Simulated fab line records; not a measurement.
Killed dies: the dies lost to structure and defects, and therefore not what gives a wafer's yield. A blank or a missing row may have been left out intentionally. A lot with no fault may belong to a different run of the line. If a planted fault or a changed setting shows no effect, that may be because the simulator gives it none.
Split-lot experiment || flow n5-finfet || 21 wafers read from 7 lots, route of 1938 steps

SPLIT DETAILS
At N5_GATE_CUT_ALD_22 (deposits SiNx, target thk 16 nm, pulse time 1 s, ald cycles 320), the setting ald-cycles was moved away from the recipe's 320 on 9 of the 21 wafers read, by -10.9% to +10.9%. All remaining wafers had this setting at the recipe value.

Between the split and the reading, the file records no step.

THE READING
SiNx_of_GATE_CUT_ALD_22.thk-nm (the simulator's own value, which no gauge read), in nm, at N5_GATE_CUT_CMP_23 (polishes, stops on SiO2, t overpolish 23.4 s, target thk 16 nm). The file does not state a usual value for it. Here, 12 wafers ran the recipe; their average is 15.9 nm with a standard deviation of 0.17 nm.

{"wafer": "L076.2", "tool, chamber at the split": "ald-sin-01, 0", "ald-cycles as run": 320, "against the recipe": "recipe", "SiNx_of_GATE_CUT_ALD_22.thk-nm, nm": 15.6, "against lot-mates on the recipe": "-"}
{"wafer": "L076.4", "tool, chamber at the split": "ald-sin-01, 2", "ald-cycles as run": 341, "against the recipe": "+6.6%", "SiNx_of_GATE_CUT_ALD_22.thk-nm, nm": 15.4, "against lot-mates on the recipe": -0.2}
{"wafer": "L076.5", "tool, chamber at the split": "ald-sin-01, 0", "ald-cycles as run": 341, "against the recipe": "+6.6%", "SiNx_of_GATE_CUT_ALD_22.thk-nm, nm": 16.8, "against lot-mates on the recipe": "+1.2"}
{"wafer": "L078.2", "tool, chamber at the split": "ald-sin-01, 0", "ald-cycles as run": 306, "against the recipe": "-4.4%", "SiNx_of_GATE_CUT_ALD_22.thk-nm, nm": 15.2, "against lot-mates on the recipe": -0.8}
{"wafer": "L078.4", "tool, chamber at the split": "ald-sin-01, 3,1", "ald-cycles as run": 320, "against the recipe": "recipe", "SiNx_of_GATE_CUT_ALD_22.thk-nm, nm": 16, "against lot-mates on the recipe": "-"}
{"wafer": "L078.3", "tool, chamber at the split": "ald-sin-01, 3,1", "ald-cycles as run": 320, "against the recipe": "recipe", "SiNx_of_GATE_CUT_ALD_22.thk-nm, nm": 16, "against lot-mates on the recipe": "-"}
{"wafer": "L079.4", "tool, chamber at the split": "ald-sin-02, 1", "ald-cycles as run": 293, "against the recipe": "-8.4%", "SiNx_of_GATE_CUT_ALD_22.thk-nm, nm": 14.8, "against lot-mates on the recipe": -0.8}
{"wafer": "L079.6", "tool, chamber at the split": "ald-sin-02, 3", "ald-cycles as run": 293, "against the recipe": "-8.4%", "SiNx_of_GATE_CUT_ALD_22.thk-nm, nm": 14.6, "against lot-mates on the recipe": -1.0}
{"wafer": "L079.5", "tool, chamber at the split": "ald-sin-02, 0", "ald-cycles as run": 320, "against the recipe": "recipe", "SiNx_of_GATE_CUT_ALD_22.thk-nm, nm": 15.6, "against lot-mates on the recipe": "-"}
{"wafer": "L081.2", "tool, chamber at the split": "ald-sin-01, 0", "ald-cycles as run": 320, "against the recipe": "recipe", "SiNx_of_GATE_CUT_ALD_22.thk-nm, nm": 16, "against lot-mates on the recipe": "-"}
{"wafer": "L081.6", "tool, chamber at the split": "ald-sin-01, 0", "ald-cycles as run": 320, "against the recipe": "recipe", "SiNx_of_GATE_CUT_ALD_22.thk-nm, nm": 16, "against lot-mates on the recipe": "-"}
{"wafer": "L081.1", "tool, chamber at the split": "ald-sin-01, 1", "ald-cycles as run": 285, "against the recipe": "-10.9%", "SiNx_of_GATE_CUT_ALD_22.thk-nm, nm": 14.2, "against lot-mates on the recipe": -1.8}
{"wafer": "L083.4", "tool, chamber at the split": "ald-sin-02, 3", "ald-cycles as run": 320, "against the recipe": "recipe", "SiNx_of_GATE_CUT_ALD_22.thk-nm, nm": 15.8, "against lot-mates on the recipe": "-"}
{"wafer": "L083.3", "tool, chamber at the split": "ald-sin-02, 1", "ald-cycles as run": 320, "against the recipe": "recipe", "SiNx_of_GATE_CUT_ALD_22.thk-nm, nm": 16, "against lot-mates on the recipe": "-"}
{"wafer": "L083.5", "tool, chamber at the split": "ald-sin-02, 0", "ald-cycles as run": 355, "against the recipe": "+10.9%", "SiNx_of_GATE_CUT_ALD_22.thk-nm, nm": 17, "against lot-mates on the recipe": "+1.1"}
{"wafer": "L084.2", "tool, chamber at the split": "ald-sin-04, 1,0,1", "ald-cycles as run": 320, "against the recipe": "recipe", "SiNx_of_GATE_CUT_ALD_22.thk-nm, nm": 16, "against lot-mates on the recipe": "-"}
{"wafer": "L084.3", "tool, chamber at the split": "ald-sin-04, 1,0,1", "ald-cycles as run": 320, "against the recipe": "recipe", "SiNx_of_GATE_CUT_ALD_22.thk-nm, nm": 16, "against lot-mates on the recipe": "-"}
{"wafer": "L084.6", "tool, chamber at the split": "ald-sin-04, 1,0,1", "ald-cycles as run": 320, "against the recipe": "recipe", "SiNx_of_GATE_CUT_ALD_22.thk-nm, nm": 16, "against lot-mates on the recipe": "-"}
{"wafer": "L096.4", "tool, chamber at the split": "ald-sin-02, 2,1", "ald-cycles as run": 302, "against the recipe": "-5.6%", "SiNx_of_GATE_CUT_ALD_22.thk-nm, nm": 14.8, "against lot-mates on the recipe": -0.8}
{"wafer": "L096.2", "tool, chamber at the split": "ald-sin-02, 2", "ald-cycles as run": 320, "against the recipe": "recipe", "SiNx_of_GATE_CUT_ALD_22.thk-nm, nm": 15.6, "against lot-mates on the recipe": "-"}
{"wafer": "L096.5", "tool, chamber at the split": "ald-sin-02, 2,1", "ald-cycles as run": 302, "against the recipe": "-5.6%", "SiNx_of_GATE_CUT_ALD_22.thk-nm, nm": 15.2, "against lot-mates on the recipe": -0.4}
Rows listing several chambers each stand for several wafers; the file does not say which wafer went through which chamber.

FIT RESULTS
A straight line over all 21 wafers: SiNx_of_GATE_CUT_ALD_22.thk-nm changes by +0.116 nm for each +1% of ald-cycles; r = +0.88; the points scatter about the line by 0.33 nm.
The same after taking each lot's own level away (the mean of its wafers on the recipe; 21 wafers): +0.114 nm for each +1%; r = +0.90; scatter 0.29 nm.
According to that fit, moving ald-cycles by its largest amount changes the reading by 1.2 nm.
From 15.60 to 16.00 nm: that is the span of the lots' own levels, equal to 2.3 times the standard deviation above.
Consequently the slope shifts little with the lot-to-lot level, the two slopes agreeing.
Check: for one of the wafers moved furthest among these (-10.9%), held out of the fit, the line's prediction against its lot-mates is -1.15 nm. It came out at -1.8 nm against them.

FURTHER SPLITS ON THESE WAFERS
Before the reading, these wafers also passed through other splits. Each is held against what the fit with the lots' levels taken away leaves over:
{"other split on the same wafers": "N5_DUMMY_GATE_COAT_28 spin-rpm", "wafers away from the commonest value": 3, "r with SiNx_of_GATE_CUT_ALD_22.thk-nm (lot level and that fit taken away)": "+0.11"}
{"other split on the same wafers": "N5_SD_EPI_N_ETCH_16 target-depth-a", "wafers away from the commonest value": 5, "r with SiNx_of_GATE_CUT_ALD_22.thk-nm (lot level and that fit taken away)": "+0.27"}
{"other split on the same wafers": "N5_SDB_ETCH_25 time-s", "wafers away from the commonest value": 4, "r with SiNx_of_GATE_CUT_ALD_22.thk-nm (lot level and that fit taken away)": -0.03}
{"other split on the same wafers": "N5_HKMG_FIN_COAT_43 spin-rpm", "wafers away from the commonest value": 2, "r with SiNx_of_GATE_CUT_ALD_22.thk-nm (lot level and that fit taken away)": -0.27}
{"other split on the same wafers": "N5_HKMG_FIN_ETCH_55 bias-w", "wafers away from the commonest value": 3, "r with SiNx_of_GATE_CUT_ALD_22.thk-nm (lot level and that fit taken away)": -0.28}

THE WHOLE CHAIN: every reading that the file lists as answering this split, in the file's order
{"step": "N5_GATE_CUT_ALD_22", "what it does": "deposits SiNx, target thk 16 nm, pulse time 1 s, ald cycles 320", "reading": "SiNx_of_GATE_CUT_ALD_22.thk-nm (the simulator's own value, which no gauge read)", "change (the file's fit)": "+0.168 nm for each +1% of the setting", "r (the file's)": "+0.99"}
{"step": "N5_GATE_CUT_CMP_23", "what it does": "polishes, stops on SiO2, t overpolish 23.4 s, target thk 16 nm", "reading": "SiNx_of_GATE_CUT_ALD_22.thk-nm (the simulator's own value, which no gauge read)", "change (the file's fit)": "+0.122 nm for each +1% of the setting", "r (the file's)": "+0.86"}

THE FILE'S OWN FIT
SiNx_of_GATE_CUT_ALD_22.thk-nm changes by +0.122 nm for each +1% of ald-cycles, r = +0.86.
